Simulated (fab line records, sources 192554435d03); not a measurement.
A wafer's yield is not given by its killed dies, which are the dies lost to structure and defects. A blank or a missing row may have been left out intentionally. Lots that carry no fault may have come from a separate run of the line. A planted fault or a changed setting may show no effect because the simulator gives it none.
Which tool did it?	flow n5-finfet	Sampling: 15 lots, 45 wafers, 7 of 1938 route steps

== WHAT THE GAUGES SHOWED, per wafer ==
N5_BEOL_M1_CD_MEAS_18: pitch 36 nm, target cd 18 nm. Usual: cd-nm at 17.96 nm, with a standard deviation of 0.28.
lot	measured	on	cd-nm (nm)	flag
L732	day 6 14:53	cd-sem-03	18.07 18.16 18.59	
L731	day 6 15:02	cd-sem-01	18.04 18.05 18.18	
L733	day 7 05:46	cd-sem-01	17.79 18.18 18.08	
L734	day 7 06:00	cd-sem-01	18.02 18.46 18.70	
L735	day 7 09:39	cd-sem-02	18.03 17.76 17.99	
L737	day 7 22:20	cd-sem-02	17.87 18.32 18.03	
L738	day 8 03:37	cd-sem-01	17.36 17.47 18.18	
L741	day 9 02:19	cd-sem-01	- - -	OFF
L742	day 9 06:52	cd-sem-02	- - -	OFF
L743	day 9 09:30	cd-sem-01	- - -	OFF
L744	day 9 12:32	cd-sem-02	18.20 17.53 17.67	
L747	day 10 10:46	cd-sem-03	17.83 17.91 17.99	
L749	day 10 21:38	cd-sem-03	17.94 17.64 17.74	
L752	day 11 20:41	cd-sem-02	17.91 17.38 17.50	
L753	day 11 23:07	cd-sem-01	17.81 17.38 17.96	

N5_BEOL_M4_RC_MEAS_101. Usual: DIBL_N 36.4 mV/V, standard deviation 1.4; DIBL_P 36.4 mV/V, standard deviation 1.5; IOFF_N 0.156 nA/um, standard deviation 0.022; IOFF_P 0.210 nA/um, standard deviation 0.023; ION_N 675 uA/um, standard deviation 9.1; ION_P 463 uA/um, standard deviation 5.7; SS_N 71.6 mV/dec, standard deviation 0.45; SS_P 73.3 mV/dec, standard deviation 0.56; VT_N 250 mV, standard deviation 3.1; VT_P -250.3 mV, standard deviation 2.3.
lot	measured	on	DIBL_N (mV/V)	DIBL_P (mV/V)	IOFF_N (nA/um)	IOFF_P (nA/um)	ION_N (uA/um)	ION_P (uA/um)	SS_N (mV/dec)	SS_P (mV/dec)	VT_N (mV)	VT_P (mV)	flag
L732	day 10 06:00	prober-02	34.5 35.7 35.5	34.8 36.9 37.1	0.139 0.163 0.166	0.180 0.217 0.213	663 672 678	453 459 462	71.0 71.0 71.6	72.3 73.5 73.3	252 248 248	-248.9 -248.0 -248.4	
L731	day 9 10:19	prober-01	36.4 34.4 35.7	38.4 36.0 37.3	0.172 0.147 0.159	0.220 0.183 0.201	680 676 680	464 466 463	71.4 71.8 71.4	73.1 73.3 73.2	248 251 252	-247.6 -254.1 -251.3	
L733	day 9 12:20	prober-01	36.2 36.3 35.1	35.6 34.6 34.0	0.170 0.162 0.144	0.205 0.180 0.169	681 673 677	461 455 454	72.0 71.7 71.5	73.3 73.7 73.6	244 249 250	-249.8 -252.2 -253.3	
L734	day 10 05:55	prober-01	34.3 34.1 35.5	35.6 34.4 36.1	0.126 0.120 0.141	0.196 0.192 0.218	674 677 673	469 472 472	70.8 71.4 71.5	72.6 72.4 73.1	250 254 248	-251.6 -249.2 -245.6	
L735	day 10 07:53	prober-01	33.9 35.9 34.0	35.1 38.1 34.8	0.142 0.189 0.141	0.200 0.241 0.192	676 688 663	467 465 462	71.2 72.3 70.7	72.2 73.4 72.0	248 245 251	-251.3 -246.9 -251.6	
L737	day 10 18:31	prober-02	37.4 37.6 37.8	37.3 37.7 37.5	0.160 0.155 0.163	0.195 0.200 0.206	667 667 670	455 455 464	71.1 71.7 71.4	73.6 73.8 73.9	248 253 249	-254.0 -252.8 -251.3	
L738	day 11 01:58	prober-01	36.7 38.2 35.7	39.1 40.0 37.9	0.176 0.215 0.169	0.239 0.259 0.216	683 691 676	470 466 460	72.3 71.8 71.2	74.5 73.4 73.3	245 243 245	-248.6 -246.6 -248.6	
L744	day 12 14:11	prober-02	34.3 34.9 35.4	34.7 35.8 36.5	0.131 0.144 0.149	0.183 0.193 0.196	677 670 668	454 459 457	71.0 72.1 71.8	72.3 73.5 73.2	253 251 254	-253.8 -255.0 -253.3	
L747	day 13 13:28	prober-01	37.7 36.4 38.5	37.1 35.4 38.0	0.167 0.154 0.188	0.210 0.189 0.223	682 687 690	461 463 471	71.6 71.4 71.9	74.3 73.1 73.9	249 249 245	-251.9 -252.3 -251.3	
L749	day 13 23:07	prober-02	34.7 34.6 33.9	36.0 35.4 34.7	0.134 0.130 0.116	0.192 0.187 0.168	678 661 665	465 459 456	71.1 71.7 71.0	72.3 72.1 72.4	252 251 254	-251.0 -251.1 -252.2	
L752	day 14 15:42	prober-02	37.2 36.8 35.9	38.6 37.0 35.9	0.187 0.166 0.152	0.259 0.228 0.212	685 671 675	477 465 467	72.3 72.1 71.6	73.5 74.1 73.8	246 248 249	-249.3 -249.0 -250.1	
L753	day 15 06:20	prober-02	37.0 35.1 36.8	38.0 36.5 38.2	0.164 0.139 0.174	0.233 0.205 0.235	669 669 676	468 465 467	71.6 71.4 71.8	73.6 72.4 72.8	250 252 249	-249.7 -248.6 -249.1	

== TOOL THAT RAN EACH LOT (tool first, then ch and the chambers of the sampled wafers, then the start) ==
lot	N5_BEOL_M0_ANNEAL_117	N5_BEOL_M0_SPUTTER_141	N5_BEOL_M0_CO_CAP_123	N5_BEOL_M1_HM_DEP_02	N5_BEOL_M1_HM_OPEN_17
L732	pvd-sputter-01, day 6 10:11	pvd-sputter-01, day 6 10:28	cvd-co-02 ch 0,2, day 6 11:32	pvd-sputter-01, day 6 13:23	rie-metal-03 ch 0,1, day 6 14:42
L731	pvd-sputter-02, day 6 10:13	pvd-sputter-02, day 6 10:30	cvd-co-01 ch 0, day 6 11:48	pvd-sputter-03, day 6 13:35	rie-metal-01 ch 1, day 6 14:52
L733	pvd-sputter-03, day 7 00:48	pvd-sputter-03, day 7 01:05	cvd-co-02 ch 0,2, day 7 01:56	pvd-sputter-02, day 7 04:46	rie-metal-02 ch 0,1, day 7 05:31
L734	pvd-sputter-01, day 7 01:44	pvd-sputter-01, day 7 02:01	cvd-co-01 ch 0,2, day 7 02:54	pvd-sputter-02, day 7 05:02	rie-metal-02 ch 0,1, day 7 05:48
L735	pvd-sputter-02, day 7 05:29	pvd-sputter-02, day 7 05:46	cvd-co-02 ch 0,1,2, day 7 06:50	pvd-sputter-01, day 7 08:34	rie-metal-03 ch 0,1, day 7 09:26
L737	pvd-sputter-03, day 7 17:59	pvd-sputter-03, day 7 18:16	cvd-co-02 ch 0,1,2, day 7 19:22	pvd-sputter-03, day 7 20:58	rie-metal-01 ch 0,1, day 7 22:08
L738	pvd-sputter-01, day 8 00:35	pvd-sputter-01, day 8 00:52	cvd-co-02 ch 0,1, day 8 01:43	pvd-sputter-03, day 8 02:35	rie-metal-03 ch 1, day 8 03:20
L741	pvd-sputter-01, day 8 23:28	pvd-sputter-01, day 8 23:45	cvd-co-01 ch 0,1,2, day 9 00:40	pvd-sputter-01, day 9 01:09	rie-metal-03 ch 0,1, day 9 01:55
L742	pvd-sputter-01, day 9 01:51	pvd-sputter-01, day 9 02:08	cvd-co-02 ch 1,2, day 9 03:01	pvd-sputter-02, day 9 05:31	rie-metal-02 ch 0,1, day 9 06:40
L743	pvd-sputter-01, day 9 06:46	pvd-sputter-01, day 9 07:03	cvd-co-01 ch 0,2, day 9 08:07	pvd-sputter-01, day 9 08:32	rie-metal-02 ch 0,1, day 9 09:17
L744	pvd-sputter-01, day 9 07:41	pvd-sputter-01, day 9 07:58	cvd-co-02 ch 1,2, day 9 08:50	pvd-sputter-02, day 9 11:22	rie-metal-02 ch 0,1, day 9 12:18
L747	pvd-sputter-01, day 10 07:01	pvd-sputter-01, day 10 07:18	cvd-co-01 ch 0,1,2, day 10 08:11	pvd-sputter-02, day 10 09:22	rie-metal-03 ch 0,1, day 10 10:29
L749	pvd-sputter-03, day 10 15:23	pvd-sputter-03, day 10 15:40	cvd-co-01 ch 0,1,2, day 10 17:47	pvd-sputter-01, day 10 19:28	rie-metal-01 ch 0, day 10 21:16
L752	pvd-sputter-01, day 11 17:16	pvd-sputter-01, day 11 17:32	cvd-co-01 ch 0,1,2, day 11 18:27	pvd-sputter-03, day 11 19:40	rie-metal-03 ch 0,1, day 11 20:26
L753	pvd-sputter-03, day 11 18:46	pvd-sputter-03, day 11 19:02	cvd-co-02 ch 0,2, day 11 19:55	pvd-sputter-01, day 11 22:10	rie-metal-01 ch 0, day 11 22:56
- N5_BEOL_M0_ANNEAL_117: time 60 s.
- N5_BEOL_M0_SPUTTER_141: material Cu, target thk 4 nm, time 7.37 s.
- N5_BEOL_M0_CO_CAP_123: material Co, precursor CCTBA/H2, target thk 2 nm, time 102.1 s.
- N5_BEOL_M1_HM_DEP_02: deposits TiN, target thk 20 nm.
- N5_BEOL_M1_HM_OPEN_17: chemistry Cl2/BCl3, target TiN, target depth 20 nm, overetch 6 nm.

== AS READ BY THE TOOLS THEMSELVES (means over the sampled wafers that have a number; for cases with no such wafer, the mark the record gives instead) ==
N5_BEOL_M0_ANNEAL_117. Usual: heater-power-w 808 W, standard deviation 47; susceptor_temp_C_max 401.0, standard deviation 0.42.
lot	tool	heater-power-w (W)	susceptor_temp_C_max	flag
L732	pvd-sputter-01	756	400.6	
L731	pvd-sputter-02	823	401.3	
L733	pvd-sputter-03	816	400.8	
L734	pvd-sputter-01	824	400.8	
L735	pvd-sputter-02	804	401.1	
L737	pvd-sputter-03	839	401.0	
L738	pvd-sputter-01	774	400.7	
L741	pvd-sputter-01	795	400.7	
L742	pvd-sputter-01	799	400.7	
L743	pvd-sputter-01	754	400.8	
L744	pvd-sputter-01	772	400.8	
L747	pvd-sputter-01	782	400.7	
L749	pvd-sputter-03	816	400.9	
L752	pvd-sputter-01	830	400.6	
L753	pvd-sputter-03	825	401.4	

N5_BEOL_M0_SPUTTER_141. Usual: chamber-pressure-pa 0.07 Pa, standard deviation 0.00015; throttle-valve-pct 30.4 %, standard deviation 0.86.
lot	tool	chamber-pressure-pa (Pa)	throttle-valve-pct (%)	flag
L732	pvd-sputter-01	0.07	30.5	
L731	pvd-sputter-02	0.07	29.5	
L733	pvd-sputter-03	0.07	30.2	
L734	pvd-sputter-01	0.07	30.6	
L735	pvd-sputter-02	0.07	29.4	
L737	pvd-sputter-03	0.07	32.0	
L738	pvd-sputter-01	0.07	30.6	
L741	pvd-sputter-01	0.07	30.4	
L742	pvd-sputter-01	0.07	30.5	
L743	pvd-sputter-01	0.07	30.2	
L744	pvd-sputter-01	0.07	30.7	
L747	pvd-sputter-01	0.07	30.3	
L749	pvd-sputter-03	0.07	31.9	
L752	pvd-sputter-01	0.07	30.7	
L753	pvd-sputter-03	0.07	29.6	

N5_BEOL_M0_CO_CAP_123. Usual: heater-power-w at 233 W, with a standard deviation of 20.
lot	tool	heater-power-w (W)	flag
L732	cvd-co-02	233	
L731	cvd-co-01	239	
L733	cvd-co-02	232	
L734	cvd-co-01	224	
L735	cvd-co-02	242	
L737	cvd-co-02	237	
L738	cvd-co-02	241	
L741	cvd-co-01	230	
L742	cvd-co-02	253	
L743	cvd-co-01	228	
L744	cvd-co-02	251	
L747	cvd-co-01	227	
L749	cvd-co-01	232	
L752	cvd-co-01	230	
L753	cvd-co-02	226	

N5_BEOL_M1_HM_DEP_02. Usual: chamber-pressure-pa 0.5000 Pa, standard deviation 0.00096; substrate-temp-c 25.01 C, standard deviation 0.11; throttle-valve-pct 30.4 %, standard deviation 1.
lot	tool	chamber-pressure-pa (Pa)	substrate-temp-c (C)	throttle-valve-pct (%)	flag
L732	pvd-sputter-01	0.4997	25.06	30.6	
L731	pvd-sputter-03	0.5000	24.95	30.2	
L733	pvd-sputter-02	0.5007	25.05	29.8	
L734	pvd-sputter-02	0.4996	24.92	29.6	
L735	pvd-sputter-01	0.5012	25.04	30.3	
L737	pvd-sputter-03	0.4993	24.94	30.0	
L738	pvd-sputter-03	0.4998	25.06	31.3	
L741	pvd-sputter-01	-	-	-	OFF
L742	pvd-sputter-02	-	-	-	OFF
L743	pvd-sputter-01	-	-	-	OFF
L744	pvd-sputter-02	0.5005	25.00	29.8	
L747	pvd-sputter-02	0.5005	24.96	29.3	
L749	pvd-sputter-01	0.5000	25.01	30.5	
L752	pvd-sputter-03	0.4991	25.03	31.2	
L753	pvd-sputter-01	0.5004	25.00	30.4	

N5_BEOL_M1_HM_OPEN_17. Usual: drypump-motor-current-A 5.5 A, standard deviation 0.34; he-backside-leak-sccm 3.5 sccm, standard deviation 0.35; mfc-ar-sccm 25.00 sccm, standard deviation 0.079; oes-product-au 0.62 a.u., standard deviation 0.11; throttle-valve-pct 22.12 %, standard deviation 0.18.
lot	tool	drypump-motor-current-A (A)	he-backside-leak-sccm (sccm)	mfc-ar-sccm (sccm)	oes-product-au (a.u.)	throttle-valve-pct (%)	flag
L732	rie-metal-03	5.2	3.3	25.06	0.68	22.03	
L731	rie-metal-01	6.1	3.3	24.93	0.58	22.18	
L733	rie-metal-02	5.5	3.5	25.01	0.55	22.06	
L734	rie-metal-02	5.6	3.7	24.95	0.54	22.12	
L735	rie-metal-03	5.2	3.3	25.00	0.69	22.03	
L737	rie-metal-01	5.4	3.8	25.01	0.58	22.34	
L738	rie-metal-03	5.2	3.1	24.97	0.76	21.87	
L741	rie-metal-03	5.2	3.3	25.04	0.34	22.63	
L742	rie-metal-02	5.5	3.5	24.93	0.24	22.69	OFF
L743	rie-metal-02	5.7	3.5	25.05	0.24	22.76	OFF
L744	rie-metal-02	5.5	3.6	24.93	0.54	22.04	
L747	rie-metal-03	5.3	3.1	24.95	0.76	21.99	
L749	rie-metal-01	5.1	3.7	24.91	0.56	22.47	
L752	rie-metal-03	5.2	3.4	25.02	0.75	21.99	
L753	rie-metal-01	5.1	3.7	25.09	0.56	22.46	

== THE ANSWER, worked out from the rows above alone ==
Rule: take the mean of a lot's wafers that have a number; if it is more than 3 standard deviations from the usual mean, the lot is off. A lot without any number at a reading at which 4 lots or more have one is off too. Where the step has rows for the other lots, those lots are counted as sound. Order of review: gauges by route order, followed by the tools' own readings, for which a lot's mean as printed above is used. At the first step where some lot is off, the reading lying furthest off is the one used; lots without a number count as furthest.
Off, at N5_BEOL_M1_CD_MEAS_18 on cd-nm: L741, L742, L743. Without a number there: L741, L742, L743.
A tool fits if, at a process step before that reading, it ran every lot that is off, and no sound lot after the first of them. Not tried: the gauges at N5_BEOL_M1_CD_MEAS_18; whatever is off there is also off at N5_BEOL_M1_HM_DEP_02, on other tools, and gauge error can't account for it. No candidate that was tried fits.

== WHAT WAS PUT IN BY THE SIMULATOR ==
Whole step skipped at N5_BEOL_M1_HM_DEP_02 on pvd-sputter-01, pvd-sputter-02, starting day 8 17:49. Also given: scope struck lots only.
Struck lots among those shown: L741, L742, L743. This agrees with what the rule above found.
